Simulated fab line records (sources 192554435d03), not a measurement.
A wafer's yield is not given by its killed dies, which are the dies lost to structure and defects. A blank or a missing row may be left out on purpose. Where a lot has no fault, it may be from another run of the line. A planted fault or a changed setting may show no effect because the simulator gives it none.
fab line records    flow n5-finfet
record: lots: 8  wafers: 21  last-day: 17
route steps=1938 shown HKMG_FIN@452 GATE_CUT@466 MOL_CONTACT_COAG@561 BEOL_M4@1111
lots with no fault: from the same line, run without faults
start-h: hours from the record's opening day to when the first of the lot's shown wafers began    wait-h: time in hours since the lot's previous step    " same as the row above    L1.1+2: several wafers, shown together as one row    - either no value or no given start    * or withheld: withheld    < > ~ a bound
route shown NAME@n: NAME is a module with steps in the file, n the number in the route of the first one    usual: mean and standard deviation over wafers with no fault    same: alike in all rows    chamber/n: place in a boat    sites: readings site by site    _std_site: standard deviation across them    _edge_site: the outer-site mean with the inner-site mean subtracted    radius-mm: for every site, how far away it sits from the centre of the wafer    mask NAME#n: copy n    behind: the most recent tool/chamber to have shaped the wafer    hold: what put the lot on hold/how long, in hours/how the hold closed    device: transistor that didn't switch, given as n, p or np    end of line: the tests these same wafers got at the end of their route    where a step has no rows: the recipe by itself    killed: count of dies lost to structure and defects at first sort (not the wafer's yield)    map: a wafer's dies, marking killed ones x, the rest . and places with no die _
set.NAME: the setting as run; set.NAME@STEP: as run at that earlier step    model.NAME: the simulator's own value behind a step, which no gauge read
the route's steps for a sample of lots (tables are steps, rows are wafers)
services: the hour from which a tool's chamber was out of use, counted from the record's first day as start-h (under 0 if before that day), plus the number of hours and why
== steps ==
step: N5_HKMG_FIN_STRIP_90
recipe: chemistry: N2/H2  material: SOC  time-s: 20  power-w: 500  temp-c: 40  pressure-mtorr: 50  rf-frequency-hz: 6e+07  bias-power-w: 8  h2-frac: 0.5  n2-flow-sccm: 300  h2-flow-sccm: 300
usual: drypump-motor-current-A: 5.7/0.53  oes-product-au: 0.79/0.087  rf-vpp-V: 54.3/0.85  showerhead-plenum-p-Torr: 3.38/0.11  throttle-valve-pct: 19.0/0.46
lot.wafer  tool         chamber  start-h  wait-h  drypump-motor-current-A  oes-product-au  rf-hours-counter-h  rf-vpp-V  showerhead-plenum-p-Torr  throttle-valve-pct
L782.1     rie-diel-05  3        101.52   0.0     5.8                      0.68            243                 55.4      3.31                      19.8
L782.2     "            0        "        "       5.5                      0.82            86                  54.7      3.28                      19.3
L782.6     "            2        "        "       6.5                      0.95            -                   54.0      3.57                      19.0
L785.2     rie-diel-05  3        122.14   0.0     5.8                      0.66            250                 53.1      3.31                      19.8
L785.5     "            2        "        "       6.5                      0.91            -                   55.4      3.57                      19.0
L785.6     "            3        "        "       5.8                      0.67            -                   53.2      3.31                      19.8
L786.1     rie-diel-05  2        129.00   0.0     6.5                      0.90            11                  54.2      3.57                      19.0
L786.2     "            1        "        "       5.4                      0.72            223                 53.8      3.31                      19.2
L786.3     "            0        "        "       5.5                      0.81            95                  53.0      3.28                      19.3
L792.3     rie-diel-06  1        163.85   0.0     5.6                      0.69            232                 54.6      3.41                      18.8
L792.4     "            2        "        "       6.4                      0.93            19                  56.0      3.56                      18.3
L794.4     rie-diel-06  2        172.70   0.0     6.4                      0.92            23                  54.0      3.56                      18.3
L794.6     "            2        "        "       6.4                      0.92            -                   53.7      3.56                      18.3
L795.2     rie-diel-02  2        187.57   0.0     4.7                      0.78            122                 55.4      3.48                      18.2
L795.4     "            1        "        "       5.3                      0.74            174                 54.2      3.35                      18.9
L798.2     rie-diel-02  3        197.04   0.0     6.5                      0.71            213                 54.8      3.33                      18.8
L798.3     "            1        "        "       5.3                      0.74            176                 52.7      3.34                      18.9
L798.6     "            1        "        "       5.3                      0.74            -                   54.0      3.34                      18.9
L800.1     rie-diel-06  3        213.76   0.0     5.7                      0.94            9                   53.6      3.26                      18.2
L800.2     "            2        "        "       6.4                      0.88            42                  54.3      3.55                      18.3
L800.5     "            3        "        "       5.7                      0.94            -                   53.4      3.26                      18.2
step: N5_GATE_CUT_ETCH_56
recipe: chemistry: Cl2/Ar  target: TiN  target-depth-a: 216  pressure-mtorr: 10  icp-w: 600  bias-w: 60  Cl2_flow_sccm: 40  Ar_flow_sccm: 60
usual: drypump-motor-current-A: 5.6/0.36  oes-product-au: 0.80/0.1  throttle-valve-pct: 20.69/0.23
lot.wafer  tool          chamber  start-h  wait-h  drypump-motor-current-A  oes-product-au  rf-hours-counter-h  throttle-valve-pct
L782.1     rie-metal-03  1        103.64   0.1     5.6                      0.74            58                  20.38
L782.2     "             0        "        "       5.3                      0.72            63                  20.71
L782.6     "             1        "        "       5.6                      0.74            -                   20.38
L785.2     rie-metal-03  0        124.22   0.1     5.3                      0.71            64                  20.71
L785.5     "             1        "        "       5.6                      0.75            -                   20.39
L785.6     "             0        "        "       5.3                      0.71            -                   20.74
L786.1     rie-metal-03  1        131.30   0.1     5.6                      0.74            60                  20.40
L786.2     "             0        "        "       5.3                      0.71            65                  20.73
L786.3     "             1        "        "       5.6                      0.74            -                   20.40
L792.3     rie-metal-03  1        165.99   0.1     5.6                      0.73            -                   20.40
L792.4     "             0        "        "       5.3                      0.70            -                   20.72
L794.4     rie-metal-03  0        174.94   0.1     5.3                      0.70            -                   20.75
L794.6     "             1        "        "       5.6                      0.73            -                   20.40
L795.2     rie-metal-03  0        189.78   0.1     5.3                      0.70            70                  20.73
L795.4     "             1        "        "       5.6                      0.73            -                   20.42
L798.2     rie-metal-03  1        199.12   0.1     5.6                      0.72            67                  20.41
L798.3     "             1        "        "       5.6                      0.71            -                   20.42
L798.6     "             1        "        "       5.6                      0.71            -                   20.42
L800.1     rie-metal-02  0        218.58   0.1     5.6                      0.83            31                  21.14
L800.2     "             1        "        "       6.5                      0.96            3                   20.60
L800.5     "             1        "        "       6.5                      0.95            -                   20.60
step: N5_GATE_CUT_ETCHBACK_30
recipe: chemistry: Cl2/Ar  target: TiN  target-depth-a: 30  mode: isotropic  pressure-mtorr: 10  icp-w: 600  bias-w: 60  Cl2_flow_sccm: 40  Ar_flow_sccm: 60
usual: drypump-motor-current-A: 5.5/0.36  oes-product-au: 0.80/0.1  throttle-valve-pct: 20.69/0.23
lot.wafer  tool          chamber  start-h  wait-h  drypump-motor-current-A  oes-product-au  rf-hours-counter-h  throttle-valve-pct
L782.1     rie-metal-03  1        103.76   0.1     5.6                      0.74            58                  20.37
L782.2     "             0        "        "       5.3                      0.72            63                  20.68
L782.6     "             1        "        "       5.6                      0.74            -                   20.39
L785.2     rie-metal-03  0        124.31   0.1     5.3                      0.71            64                  20.73
L785.5     "             1        "        "       5.6                      0.74            -                   20.39
L785.6     "             0        "        "       5.3                      0.71            -                   20.72
L786.1     rie-metal-03  1        131.39   0.1     5.6                      0.73            60                  20.39
L786.2     "             0        "        "       5.3                      0.71            65                  20.72
L786.3     "             1        "        "       5.6                      0.74            -                   20.40
L792.3     rie-metal-03  1        166.06   0.0     5.6                      0.73            -                   20.40
L792.4     "             0        "        "       5.3                      0.70            -                   20.72
L794.4     rie-metal-03  0        175.01   0.0     5.3                      0.70            -                   20.72
L794.6     "             1        "        "       5.6                      0.73            -                   20.40
L795.2     rie-metal-03  0        189.87   0.1     5.3                      0.70            70                  20.72
L795.4     "             1        "        "       5.6                      0.73            -                   20.40
L798.2     rie-metal-03  1        199.21   0.1     5.6                      0.72            67                  20.42
L798.3     "             1        "        "       5.6                      0.72            -                   20.41
L798.6     "             1        "        "       5.6                      0.71            -                   20.42
L800.1     rie-metal-02  0        218.67   0.1     5.6                      0.83            31                  21.11
L800.2     "             1        "        "       6.5                      0.95            3                   20.60
L800.5     "             1        "        "       6.5                      0.96            -                   20.60
step: N5_GATE_CUT_SAC_CAP_01
recipe: material: SiNx  target-thk-a: 240  temp-c: 400  ald-precursor-family: SiH2I2  ald-co-reactant: N2/H2-plasma  pulse-time-s: 1  ald-cycles: 480  purge-time-s: 2  co-reactant-purge-time-s: 2  pressure-torr: 2
usual: ald-cycles: 480/0  heater-power-w: 864/64  precursor-pulse-height-rel: 0.998/0.019
lot.wafer  tool        chamber  start-h  wait-h  ald-cycles  heater-power-w  precursor-pulse-height-rel  since-wet-clean-h
L782.1     ald-sin-03  0        104.18   0.0     480         720             1.017                       288
L782.2     "           2        "        "       480         954             0.987                       288
L782.6     "           2        105.27   1.1     480         961             1.005                       -
L785.2     ald-sin-01  0        124.72   0.0     480         893             0.987                       222
L785.5     "           0        125.80   1.1     480         909             0.986                       -
L785.6     "           1        "        "       480         873             0.983                       -
L786.1     ald-sin-01  0        131.79   0.0     480         903             0.993                       230
L786.2     "           1        "        "       480         885             1.019                       230
L786.3     "           2        "        "       480         881             0.987                       230
L792.3     ald-sin-01  1        166.45   0.0     742         891             1.001                       264
L792.4     "           0        "        "       480         917             1.003                       264
L794.4     ald-sin-03  0        175.40   0.0     480         743             1.048                       360
L794.6     "           1        176.49   1.1     480         830             0.976                       -
L795.2     ald-sin-01  2        190.94   0.6     742         868             0.953                       289
L795.4     "           1        "        "       480         886             0.992                       289
L798.2     ald-sin-04  2        199.61   0.0     480         781             1.003                       184
L798.3     "           1        "        "       480         838             1.024                       184
L798.6     "           0        200.70   1.1     480         836             1.001                       -
L800.1     ald-sin-04  2        219.07   0.0     480         774             1.006                       203
L800.2     "           1        "        "       480         847             0.997                       203
L800.5     "           0        220.15   1.1     480         814             0.989                       -
step: N5_GATE_CUT_ETCH_19
recipe: chemistry: CH3F/O2  target: SiNx  mask-material: SiO2  target-depth-a: 537  time-s: 76.7  pressure-mtorr: 30  source-w: 395  bias-w: 73  Ar_flow_sccm: 150  CH3F_flow_sccm: 30  O2_flow_sccm: 20  ion-energy-ev: 120  ends: cleared
usual: drypump-motor-current-A: 5.7/0.32  etch-rf-on-time-s: 76.4/1.6  oes-product-au: 0.68/0.054  rf-vpp-V: 299/9.4  showerhead-plenum-p-Torr: 2.00/0.068  throttle-valve-pct: 16.32/0.24
lot.wafer  tool         chamber  start-h  wait-h  drypump-motor-current-A  etch-rf-on-time-s  oes-product-au  rf-hours-counter-h  rf-vpp-V  showerhead-plenum-p-Torr  throttle-valve-pct
L782.1     rie-diel-01  3        107.65   0.0     5.7                      78.9               0.66            118                 291       1.93                      16.45
L782.2     "            1        "        "       5.9                      75.5               0.64            173                 302       1.92                      16.54
L782.6     "            3        "        "       5.7                      79.3               0.66            -                   290       1.93                      16.48
L785.2     rie-diel-01  2        128.24   0.0     6.3                      74.3               0.65            162                 297       2.10                      16.43
L785.5     "            0        "        "       5.8                      78.6               0.74            -                   312       2.05                      16.07
L785.6     "            3        "        "       5.7                      77.5               0.67            -                   292       1.93                      16.47
L786.1     rie-diel-04  1        135.13   0.0     5.7                      75.3               0.77            48                  303       1.96                      16.08
L786.2     "            0        "        "       5.7                      78.0               0.68            93                  283       2.01                      16.30
L786.3     "            2        "        "       6.1                      75.6               0.61            205                 292       1.89                      16.41
L792.3     rie-diel-04  3        170.11   0.0     5.0                      62.5               0.67            119                 309       2.00                      15.93
L792.4     "            1        "        "       5.7                      74.6               0.76            57                  301       1.95                      16.09
L794.4     rie-diel-01  3        178.87   0.0     5.7                      78.6               0.64            138                 289       1.92                      16.49
L794.6     "            1        "        "       5.9                      73.9               0.63            -                   303       1.92                      16.59
L795.2     rie-diel-03  3        194.38   0.0     5.9                      62.5               0.60            220                 290       1.99                      16.62
L795.4     "            2        "        "       5.6                      75.0               0.65            151                 307       2.11                      16.79
L798.2     rie-diel-04  0        203.10   0.0     5.7                      77.0               0.67            110                 284       2.00                      16.32
L798.3     "            3        "        "       5.0                      77.5               0.67            127                 309       2.00                      15.97
L798.6     "            0        "        "       5.7                      77.9               0.67            -                   285       2.00                      16.31
L800.1     rie-diel-01  2        222.60   0.0     6.3                      73.5               0.64            188                 296       2.09                      16.47
L800.2     "            3        "        "       5.7                      78.8               0.64            152                 291       1.92                      16.53
L800.5     "            0        "        "       5.8                      78.5               0.71            -                   313       2.04                      16.13
step: N5_MOL_CONTACT_COAG_THK_MEAS_29
recipe: reads: SiNx_of_GATE_CUT_PECVD_57+SiNx_of_GATE_CUT_SAC_CAP_01
usual: MD_CAP_THK: 17.92/0.11
lot.wafer  tool           chamber  start-h  wait-h  MD_CAP_THK[nm]
L782.1     film-metro-01  -        121.84   -       17.92
L782.2     "              -        "        "       17.88
L782.6     "              -        "        "       17.82
L785.2     film-metro-02  -        140.94   -       18.04
L785.5     "              -        "        "       18.07
L785.6     "              -        "        "       17.99
L786.1     film-metro-01  -        147.28   -       17.99
L786.2     "              -        "        "       17.94
L786.3     "              -        "        "       18.05
L792.3     film-metro-02  -        185.63   -       27.57
L792.4     "              -        "        "       18.02
L794.4     film-metro-02  -        190.14   -       17.91
L794.6     "              -        "        "       17.99
L795.2     film-metro-02  -        206.91   -       27.77
L795.4     "              -        "        "       17.95
L798.2     film-metro-02  -        217.28   -       17.94
L798.3     "              -        "        "       17.92
L798.6     "              -        "        "       17.94
L800.1     film-metro-01  -        234.10   -       17.71
L800.2     "              -        "        "       17.58
L800.5     "              -        "        "       17.85
step: N5_MOL_CONTACT_COAG_ETCH_47
recipe: chemistry: CH3F/O2  target: SiNx  target-depth-a: 270  mask-material: SiO2  stop-on: W  over-etch-frac: 0.2  ion-energy-ev: 120  endpoint: OES-CN  pressure-mtorr: 30  source-w: 395  bias-w: 73  Ar_flow_sccm: 150  CH3F_flow_sccm: 30  O2_flow_sccm: 20  ends: end-point
usual: drypump-motor-current-A: 5.7/0.55  etch-rf-on-time-s: 31.4/0.69  oes-product-au: 0.72/0.085  rf-vpp-V: 296/7.6  showerhead-plenum-p-Torr: 2.01/0.073  throttle-valve-pct: 16.25/0.23
lot.wafer  tool         chamber  start-h  wait-h  drypump-motor-current-A  etch-rf-on-time-s  oes-product-au  rf-hours-counter-h  rf-vpp-V  showerhead-plenum-p-Torr  throttle-valve-pct
L782.1     rie-diel-05  2        124.31   0.0     6.4                      32.2               0.82            9                   301       2.14                      16.14
L782.2     "            1        "        "       5.4                      31.8               0.62            221                 286       1.99                      16.41
L782.6     "            1        "        "       5.4                      32.0               0.61            -                   286       1.99                      16.42
L785.2     rie-diel-06  0        142.92   0.0     4.8                      30.6               0.80            36                  305       1.94                      16.01
L785.5     "            2        "        "       6.4                      30.1               0.85            -                   307       2.13                      16.05
L785.6     "            1        "        "       5.6                      32.2               0.61            -                   282       2.06                      16.79
L786.1     rie-diel-05  3        149.01   0.0     5.7                      31.8               0.85            3                   302       1.95                      16.26
L786.2     "            0        "        "       5.5                      31.2               0.72            105                 296       1.93                      16.16
L786.3     "            2        "        "       6.5                      31.9               0.81            21                  302       2.13                      16.15
L792.3     rie-diel-05  0        187.55   0.0     5.4                      48.0               0.71            115                 296       1.93                      16.18
L792.4     "            2        "        "       6.5                      31.8               0.78            35                  301       2.13                      16.19
L794.4     rie-diel-06  0        192.16   0.0     4.8                      30.7               0.78            -                   305       1.93                      16.07
L794.6     "            2        "        "       6.4                      30.2               0.81            -                   308       2.12                      16.08
L795.2     rie-diel-02  2        210.38   0.0     4.7                      49.8               0.68            132                 299       2.08                      16.07
L795.4     "            1        "        "       5.3                      31.2               0.66            183                 302       2.00                      16.37
L798.2     rie-diel-06  0        219.06   0.0     4.9                      30.5               0.76            67                  305       1.93                      16.09
L798.3     "            3        "        "       5.7                      30.8               0.84            11                  295       1.96                      15.83
L798.6     "            3        "        "       5.6                      31.0               0.85            -                   296       1.96                      15.84
L800.1     rie-diel-06  0        235.73   0.0     4.8                      30.2               0.74            74                  304       1.93                      16.09
L800.2     "            2        "        "       6.4                      29.4               0.79            50                  308       2.11                      16.11
L800.5     "            1        "        "       5.6                      31.1               0.85            -                   284       2.05                      16.25
step: N5_BEOL_M4_RC_MEAS_101
usual: DIBL_N: 37.1/2.4  DIBL_P: 37/3  IOFF_N: 0.18/0.053  IOFF_P: 0.21/0.05  ION_N: 674/14  ION_P: 459/9.2  SS_N: 72.1/0.9  SS_P: 73.4/0.89  VT_N: 250/3.8  VT_P: -251/3.7
lot.wafer  tool       chamber  start-h  wait-h  DIBL_N[mV/V]  DIBL_P[mV/V]  IOFF_N[nA/um]  IOFF_P[nA/um]  ION_N[uA/um]  ION_P[uA/um]  SS_N[mV/dec]  SS_P[mV/dec]  VT_N[mV]  VT_P[mV]
L782.1     prober-01  0        200.63   0.2     35.0          34            0.13           0.16           664           455           71.5          73.0          253       -251
L782.2     "          0        "        "       34.1          32            0.12           0.14           652           445           71.4          72.2          256       -257
L782.6     "          0        "        "       36.0          35            0.14           0.17           664           453           71.1          72.8          255       -255
L785.2     prober-02  0        213.79   0.2     36.1          34            0.14           0.20           674           464           72.4          72.6          252       -250
L785.5     "          0        "        "       33.4          31            0.11           0.16           656           453           71.2          71.6          256       -252
L785.6     "          0        "        "       36.5          36            0.15           0.22           677           474           72.2          73.4          253       -250
L786.1     prober-01  0        232.04   0.0     33.4          31            0.11           0.15           663           456           70.8          72.4          256       -254
L786.2     "          0        "        "       39.3          38            0.22           0.24           685           465           72.2          73.3          247       -249
L786.3     "          0        "        "       36.0          34            0.14           0.18           661           443           71.0          72.4          254       -253
L792.3     prober-02  0        265.68   0.3     39.2          40            0.21           0.25           679           466           72.0          74.1          246       -250
L792.4     "          0        "        "       39.0          41            0.21           0.27           712           484           72.4          74.0          243       -248
L794.4     prober-02  0        274.25   0.5     39.8          40            0.20           0.25           685           468           72.8          74.7          248       -247
L794.6     "          0        "        "       37.4          37            0.15           0.21           666           458           71.4          73.0          251       -250
L795.2     prober-02  0        282.61   0.2     32.8          32            0.11           0.16           661           456           70.1          71.6          256       -254
L795.4     "          0        "        "       36.2          36            0.17           0.23           673           466           71.6          73.3          248       -248
L798.2     prober-02  0        288.24   0.2     41.6          41            0.28           0.27           683           463           73.6          75.0          243       -248
L798.3     "          0        "        "       35.2          35            0.14           0.17           651           446           71.9          72.9          255       -255
L798.6     "          0        "        "       39.3          38            0.24           0.23           682           461           73.2          74.9          247       -251
L800.1     prober-01  0        309.62   0.0     36.6          37            0.17           0.18           682           459           72.2          72.7          251       -256
L800.2     "          0        "        "       34.7          35            0.14           0.16           665           446           71.2          73.3          251       -255
L800.5     "          0        "        "       34.5          35            0.14           0.16           670           458           70.7          73.3          252       -258
== services ==
tool          chamber  start-h  hours  kind
rie-metal-02  -        87.42    14.6   pm
rie-diel-06   2        92.18    -      clean
rie-diel-06   2        92.18    -      consumable-replace:focus-ring
rie-diel-06   2        92.18    -      consumable-replace:showerhead
rie-diel-06   2        92.18    13.1   scheduled-down
rie-diel-06   2        92.18    13.1   vent-cycle
rie-diel-06   0        93.20    17.5   repair
ald-sin-04    0        100.88   8.9    repair
rie-diel-05   2        111.68   4.3    repair
rie-metal-02  -        142.52   0.3    repair
rie-diel-04   -        146.76   2.8    pm
rie-diel-05   0        153.50   6.6    repair
rie-diel-04   2        163.49   3.9    repair
rie-diel-06   3        172.77   -      clean
rie-diel-06   3        172.77   -      consumable-replace:focus-ring
rie-diel-06   3        172.77   22.0   scheduled-down
ald-sin-03    -        177.57   14.0   pm
rie-diel-05   -        198.73   14.6   pm
rie-metal-02  -        198.86   2.8    pm
ald-sin-04    2        202.84   1.5    repair
rie-diel-01   -        207.15   2.3    repair
ald-sin-04    3        216.15   3.2    repair
rie-diel-01   -        229.78   2.5    repair
rie-diel-05   0        231.06   1.6    repair
== key ==
first-sign: step: N5_GATE_CUT_SAC_CAP_01  reading: ald-cycles  direction: up  sigmas: 99+  usual: *  struck: *
effect: step: N5_GATE_CUT_ETCH_19  reading: etch-rf-on-time-s  direction: down  sigmas: 8.5  usual: *  struck: *
effect: step: N5_MOL_CONTACT_COAG_THK_MEAS_29  reading: MD_CAP_THK  direction: up  sigmas: 90  usual: 17.92  struck: 27.67
effect: step: N5_MOL_CONTACT_COAG_ETCH_47  reading: etch-rf-on-time-s  direction: up  sigmas: 26  usual: *  struck: *
met-at N5_GATE_CUT_SAC_CAP_01
struck-lots L792,L795
struck-wafers L792.3,L795.2
not-acting-at N5_HKMG_FIN_STRIP_90,N5_GATE_CUT_ETCH_56,N5_GATE_CUT_ETCHBACK_30
onset-between 131.79 166.45
fault: kind: process-parameter-drift  tool: ald-sin-01  chamber: -  onset-h: 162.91  steps: N5_GATE_CUT_SAC_CAP_01  channel: ald-cycles  offset: *  shape: step  end-h: 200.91  scope: struck-wafers-only  acts-in: *  stated: *
